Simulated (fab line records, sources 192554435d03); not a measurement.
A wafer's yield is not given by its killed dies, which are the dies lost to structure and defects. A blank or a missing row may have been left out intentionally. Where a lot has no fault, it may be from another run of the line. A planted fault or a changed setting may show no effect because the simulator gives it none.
The tool behind it: which one? | flow n5-finfet | 30 wafers from 10 lots sampled at 5 of the route's 1938 steps

WHAT EACH GAUGE READ, for each wafer
No reading from a measuring or inspecting step in the record can be judged against a usual standard deviation.

WHAT TOOL EACH LOT RAN ON (gives the tool, then ch and the chambers of the sampled wafers, and finally the start)
lot  | N5_BEOL_M5_DESCUM_16               | N5_BEOL_M5_HM_OPEN_17             | N5_BEOL_M5_DESCUM_33               | N5_BEOL_M5_ETCH_67                 | N5_PASSIVATION_PROBE_49
L289 | rie-diel-01 ch 0,3, day 9 08:48    | rie-metal-01 ch 0,1, day 9 09:03  | rie-diel-06 ch 0,1,3, day 9 11:05  | rie-diel-06 ch 0,1,3, day 9 11:08  | prober-01, day 13 11:05
L293 | rie-diel-06 ch 0,2,3, day 10 09:31 | rie-metal-03 ch 0, day 10 09:46   | rie-diel-01 ch 0,1, day 10 13:12   | rie-diel-01 ch 0,1, day 10 13:15   | prober-01, day 14 18:31
L291 | rie-diel-06 ch 0,1,3, day 10 09:46 | rie-metal-03 ch 0,1, day 10 10:01 | rie-diel-01 ch 0,1,2, day 10 13:46 | rie-diel-01 ch 0,1,2, day 10 13:49 | prober-02, day 14 23:23
L295 | rie-diel-01 ch 0,3, day 10 15:58   | rie-metal-03 ch 0,1, day 10 16:14 | rie-diel-06 ch 0,2,3, day 10 20:23 | rie-diel-06 ch 0,2,3, day 10 20:26 | prober-01, day 15 06:12
L296 | rie-diel-01 ch 0,2, day 10 21:20   | rie-metal-03 ch 0, day 10 21:35   | rie-diel-06 ch 0,1, day 10 23:17   | rie-diel-06 ch 0,1, day 10 23:20   | prober-02, day 15 16:16
L297 | rie-diel-06 ch 1,2,3, day 11 05:49 | rie-metal-01 ch 0,1, day 11 06:04 | rie-diel-04 ch 1,2,3, day 11 09:49 | rie-diel-04 ch 1,2,3, day 11 09:52 | prober-01, day 15 21:38
L298 | rie-diel-06 ch 0,2,3, day 11 13:34 | rie-metal-02 ch 0,1, day 11 13:49 | rie-diel-06 ch 0,2,3, day 11 15:41 | rie-diel-06 ch 0,2,3, day 11 15:44 | prober-02, day 16 01:55
L299 | rie-diel-01 ch 1,2, day 11 20:09   | rie-metal-02 ch 0,1, day 11 20:24 | rie-diel-06 ch 1,3, day 11 22:09   | rie-diel-06 ch 1,3, day 11 22:12   | prober-01, day 16 09:25
L310 | rie-diel-01 ch 0,3, day 14 08:56   | rie-metal-03 ch 0,1, day 14 09:11 | rie-diel-01 ch 2,3, day 14 10:52   | rie-diel-01 ch 2,3, day 14 10:55   | prober-02, day 18 15:52
L312 | rie-diel-06 ch 0,2, day 15 09:09   | rie-metal-02 ch 0,1, day 15 09:23 | rie-diel-04 ch 0,1,2, day 15 10:41 | rie-diel-04 ch 0,1,2, day 15 10:44 | prober-01, day 19 13:01
- N5_BEOL_M5_DESCUM_16: chemistry O2, time 7 s.
- N5_BEOL_M5_HM_OPEN_17: chemistry Cl2/BCl3, target TiN, target depth 20 nm, overetch 6 nm.
- N5_BEOL_M5_DESCUM_33: chemistry O2, time 7 s.
- N5_BEOL_M5_ETCH_67: etches SiARC in CF4, target depth 15.6 nm, time 26 s.
- N5_PASSIVATION_PROBE_49

WHAT THE TOOLS THEMSELVES READ (means of the sampled wafers that have a number; where no wafer has one, the mark that the record gives instead)
N5_BEOL_M5_DESCUM_16. Usual: drypump-motor-current-A 5.7 A, standard deviation 0.66; oes-product-au 0.81 a.u., standard deviation 0.07; rf-vpp-V 242.9 V, standard deviation 1.3; showerhead-plenum-p-Torr 2.09 Torr, standard deviation 0.063; throttle-valve-pct 20.39 %, standard deviation 0.19.
lot  | tool        | drypump-motor-current-A (A) | oes-product-au (a.u.) | rf-vpp-V (V) | showerhead-plenum-p-Torr (Torr) | throttle-valve-pct (%) | flag
L289 | rie-diel-01 | 5.4                         | 0.89                  | 243.1        | 2.08                            | 20.12                  |
L293 | rie-diel-06 | 6.0                         | 0.84                  | 242.7        | 2.08                            | 20.46                  |
L291 | rie-diel-06 | 5.4                         | 0.78                  | 243.0        | 2.06                            | 20.51                  |
L295 | rie-diel-01 | 5.4                         | 0.85                  | 242.9        | 2.10                            | 20.20                  |
L296 | rie-diel-01 | 5.3                         | 0.80                  | 243.3        | 2.08                            | 20.33                  |
L297 | rie-diel-06 | 5.5                         | 0.78                  | 241.7        | 2.06                            | 20.58                  |
L298 | rie-diel-06 | 6.0                         | 0.82                  | 242.5        | 2.08                            | 20.47                  |
L299 | rie-diel-01 | 6.1                         | 0.77                  | 243.2        | 2.07                            | 20.40                  |
L310 | rie-diel-01 | 5.4                         | 0.80                  | 242.4        | 2.09                            | 20.24                  |
L312 | rie-diel-06 | 6.5                         | 0.85                  | 243.0        | 2.12                            | 20.37                  |

N5_BEOL_M5_HM_OPEN_17. Usual: drypump-motor-current-A 5.5 A, standard deviation 0.33; oes-product-au 0.70 a.u., standard deviation 0.11; throttle-valve-pct 22.09 %, standard deviation 0.2.
lot  | tool         | drypump-motor-current-A (A) | oes-product-au (a.u.) | throttle-valve-pct (%) | flag
L289 | rie-metal-01 | 5.8                         | 0.57                  | 22.29                  |
L293 | rie-metal-03 | 5.3                         | 0.82                  | 22.20                  |
L291 | rie-metal-03 | 5.3                         | 0.78                  | 22.12                  |
L295 | rie-metal-03 | 5.2                         | 0.74                  | 22.00                  |
L296 | rie-metal-03 | 5.4                         | 0.79                  | 22.22                  |
L297 | rie-metal-01 | 5.8                         | 0.56                  | 22.29                  |
L298 | rie-metal-02 | 5.5                         | 0.64                  | 21.97                  |
L299 | rie-metal-02 | 5.5                         | 0.63                  | 21.97                  |
L310 | rie-metal-03 | 5.3                         | 0.74                  | 22.13                  |
L312 | rie-metal-02 | 5.5                         | 0.78                  | 21.89                  |

N5_BEOL_M5_DESCUM_33. Usual: drypump-motor-current-A 5.7 A, standard deviation 0.65; oes-product-au 0.80 a.u., standard deviation 0.071; rf-vpp-V 243.0 V, standard deviation 1.4; showerhead-plenum-p-Torr 2.08 Torr, standard deviation 0.066; throttle-valve-pct 20.43 %, standard deviation 0.2.
lot  | tool        | drypump-motor-current-A (A) | oes-product-au (a.u.) | rf-vpp-V (V) | showerhead-plenum-p-Torr (Torr) | throttle-valve-pct (%) | flag
L289 | rie-diel-06 | 5.4                         | 0.78                  | 242.1        | 2.07                            | 20.50                  |
L293 | rie-diel-01 | 6.4                         | 0.80                  | 243.9        | 2.12                            | 20.34                  |
L291 | rie-diel-01 | 5.7                         | 0.79                  | 242.9        | 2.08                            | 20.35                  |
L295 | rie-diel-06 | 6.0                         | 0.83                  | 242.7        | 2.08                            | 20.46                  |
L296 | rie-diel-06 | 5.3                         | 0.76                  | 242.6        | 2.10                            | 20.43                  |
L297 | rie-diel-04 | 6.0                         | 0.79                  | 243.4        | 2.11                            | 20.49                  |
L298 | rie-diel-06 | 6.0                         | 0.82                  | 243.4        | 2.08                            | 20.47                  |
L299 | rie-diel-06 | 5.0                         | 0.70                  | 243.1        | 2.04                            | 20.66                  |
L310 | rie-diel-01 | 5.1                         | 0.77                  | 241.5        | 2.01                            | 20.35                  |
L312 | rie-diel-04 | 5.8                         | 0.78                  | 243.1        | 2.13                            | 20.52                  |

N5_BEOL_M5_ETCH_67. Usual: drypump-motor-current-A 5.7 A, standard deviation 0.64; etch-rf-on-time-s 25.9 s, standard deviation 0.44; oes-product-au 0.68 a.u., standard deviation 0.062; rf-vpp-V 183.8 V, standard deviation 1.1; showerhead-plenum-p-Torr 2.13 Torr, standard deviation 0.064; throttle-valve-pct 15.60 %, standard deviation 0.21.
lot  | tool        | drypump-motor-current-A (A) | etch-rf-on-time-s (s) | oes-product-au (a.u.) | rf-vpp-V (V) | showerhead-plenum-p-Torr (Torr) | throttle-valve-pct (%) | flag
L289 | rie-diel-06 | 5.4                         | 26.3                  | 0.66                  | 183.5        | 2.12                            | 15.66                  |
L293 | rie-diel-01 | 6.3                         | 25.8                  | 0.69                  | 185.0        | 2.16                            | 15.49                  |
L291 | rie-diel-01 | 5.7                         | 26.1                  | 0.67                  | 183.9        | 2.13                            | 15.54                  |
L295 | rie-diel-06 | 6.0                         | 25.7                  | 0.71                  | 184.4        | 2.13                            | 15.65                  |
L296 | rie-diel-06 | 5.3                         | 26.2                  | 0.66                  | 183.9        | 2.14                            | 15.59                  |
L297 | rie-diel-04 | 6.0                         | 26.1                  | 0.67                  | 183.5        | 2.16                            | 15.65                  |
L298 | rie-diel-06 | 6.0                         | 22.7                  | 0.79                  | 184.0        | 2.13                            | 15.66                  | OFF
L299 | rie-diel-06 | 5.0                         | 23.0                  | 0.68                  | 183.8        | 2.08                            | 15.82                  | OFF
L310 | rie-diel-01 | 5.1                         | 25.7                  | 0.66                  | 183.4        | 2.07                            | 15.56                  |
L312 | rie-diel-04 | 5.8                         | 26.2                  | 0.66                  | 184.4        | 2.18                            | 15.69                  |

N5_PASSIVATION_PROBE_49. Usual: defect-limited-yield 91.5 %, standard deviation 1.3; killed_at_M0_to_M3 33, standard deviation 10; killed_at_M4_up 13, standard deviation 4; killed-at-contacts 12, standard deviation 6.3; killed-at-front-end 39, standard deviation 11; killed-at-other 3.4, standard deviation 2.6; killed-dies 100, standard deviation 15; killed-open 65, standard deviation 11; killed-short 34, standard deviation 7.8; sort_bin_5_function 5.0 %, standard deviation 0.89; sort_bin_6_memory 3.2 %, standard deviation 0.58; sort-n-pass 1080, standard deviation 15; sort-yield-pct 91.5 %, standard deviation 1.3.
lot  | tool      | defect-limited-yield (%) | killed_at_M0_to_M3 | killed_at_M4_up | killed-at-contacts | killed-at-front-end | killed-at-other | killed-dies | killed-open | killed-short | sort_bin_5_function (%) | sort_bin_6_memory (%) | sort-n-pass | sort-yield-pct (%) | flag
L289 | prober-01 | 91.1                     | 24                 | 17              | 19                 | 39                  | 4.7             | 105         | 75          | 29           | 5.3                     | 3.3                   | 1075        | 91.1               |
L293 | prober-01 | 90.5                     | 36                 | 16              | 28                 | 27                  | 5.3             | 112         | 78          | 33           | 5.5                     | 3.7                   | 1068        | 90.5               |
L291 | prober-02 | 92.0                     | 33                 | 10              | 18                 | 31                  | 1.7             | 94          | 64          | 29           | 4.9                     | 2.7                   | 1086        | 92.0               |
L295 | prober-01 | 92.5                     | 26                 | 6               | 11                 | 40                  | 4.3             | 88          | 55          | 32           | 4.4                     | 2.8                   | 1092        | 92.5               |
L296 | prober-02 | 91.1                     | 25                 | 19              | 9                  | 46                  | 5.3             | 105         | 75          | 30           | 5.6                     | 3.2                   | 1075        | 91.1               |
L297 | prober-01 | 93.0                     | 26                 | 12              | 13                 | 30                  | 2.0             | 83          | 60          | 22           | 4.7                     | 2.2                   | 1097        | 93.0               |
L298 | prober-02 | 89.8                     | 31                 | 12              | 14                 | 59                  | 4.7             | 121         | 72          | 48           | 5.9                     | 3.8                   | 1059        | 89.8               |
L299 | prober-01 | 91.0                     | 42                 | 11              | 18                 | 30                  | 5.3             | 107         | 67          | 38           | 5.2                     | 3.5                   | 1073        | 91.0               |
L310 | prober-02 | 92.3                     | 26                 | 11              | 14                 | 30                  | 8.7             | 90          | 61          | 28           | 3.9                     | 3.6                   | 1090        | 92.3               |
L312 | prober-01 | 93.4                     | 29                 | 8               | 9                  | 30                  | 2.3             | 78          | 53          | 25           | 3.7                     | 2.7                   | 1102        | 93.4               |

THE ANSWER, worked out from the rows above alone
Rule: take the mean of a lot's wafers that have a number; if it is more than 3 standard deviations from the usual mean, the lot is off. Also off: a lot with no number at a reading for which 4 or more lots have one. Where the step has rows for the other lots, those lots are counted as sound. First the gauges in route order, then the tools' own readings, where a lot's mean is used as printed above. At the first step where some lot is off, the reading lying furthest off is the one used; lots without a number count as furthest.
Off, at N5_BEOL_M5_ETCH_67 on etch-rf-on-time-s: L298, L299.
If a tool, at that step or one of the process steps before it, ran each lot that is off and ran no sound lot following the first of them, it fits. One fits: rie-diel-06 at N5_BEOL_M5_DESCUM_33 and N5_BEOL_M5_ETCH_67. At N5_BEOL_M5_DESCUM_33 its last sound lot is L296 (day 10 23:17), its first lot that is off L298 (day 11 15:41): a fault that began between those two fits.

WHAT HAD BEEN PUT IN BY THE SIMULATOR
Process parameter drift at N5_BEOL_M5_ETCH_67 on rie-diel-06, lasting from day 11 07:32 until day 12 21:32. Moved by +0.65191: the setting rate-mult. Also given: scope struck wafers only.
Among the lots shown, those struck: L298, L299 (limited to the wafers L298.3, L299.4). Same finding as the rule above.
